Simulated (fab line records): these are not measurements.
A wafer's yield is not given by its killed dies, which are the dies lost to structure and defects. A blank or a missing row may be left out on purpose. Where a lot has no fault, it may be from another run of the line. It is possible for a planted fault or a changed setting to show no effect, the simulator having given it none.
Chamber matching | flow nand-harc | rie-diel-04 running NHARC_P_BONDPAD_STRIP_15: 4 sister chambers
The step strips in O2. 4 wafers are shown with their chamber, then 11 later ones without.

## WAFERS WITH THEIR CHAMBER
wafer  | chamber | showerhead-plenum-p-Torr (Torr)
L564.2 | 0       | 3.33
L566.3 | 2       | 3.62
L566.6 | 1       | 3.55
L569.2 | 3       | 3.31

## WAFERS MISSING THEIR CHAMBER
wafer  | showerhead-plenum-p-Torr (Torr)
L569.5 | 3.32
L569.6 | 3.54
L570.1 | 3.32
L570.2 | 3.62
L570.4 | 3.31
L572.2 | 3.32
L572.4 | 3.62
L572.6 | 3.62
L575.2 | 3.31
L575.3 | 3.32
L575.6 | 3.62

## EACH ONE'S CHAMBER
wafer  | from the rows above     | in truth
L569.5 | can't be placed: 3 or 0 | 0
L569.6 | 1                       | 1
L570.1 | can't be placed: 3 or 0 | 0
L570.2 | 2                       | 2
L570.4 | 3                       | 3
L572.2 | can't be placed: 3 or 0 | 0
L572.4 | 2                       | 2
L572.6 | 2                       | 2
L575.2 | 3                       | 3
L575.3 | can't be placed: 3 or 0 | 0
L575.6 | 2                       | 2
7 of 11 placed correctly. Not placeable from these rows: 4 (in 4, the candidates include the true chamber). Wrongly placed: 0.
How it was worked out, from the rows above alone: a wafer's distance from a chamber is the root of the sum, over the readings, of the square of ((its reading less the chamber's mean) divided by the reading's scatter). If the next closest chamber is less than 2 further off than the closest, the wafer can't be placed; otherwise it belongs to the closest. A chamber's mean is the mean of its shown wafers. The scatter: root of mean squared gap, hidden wafer to nearest shown wafer, with one shown wafer a chamber.
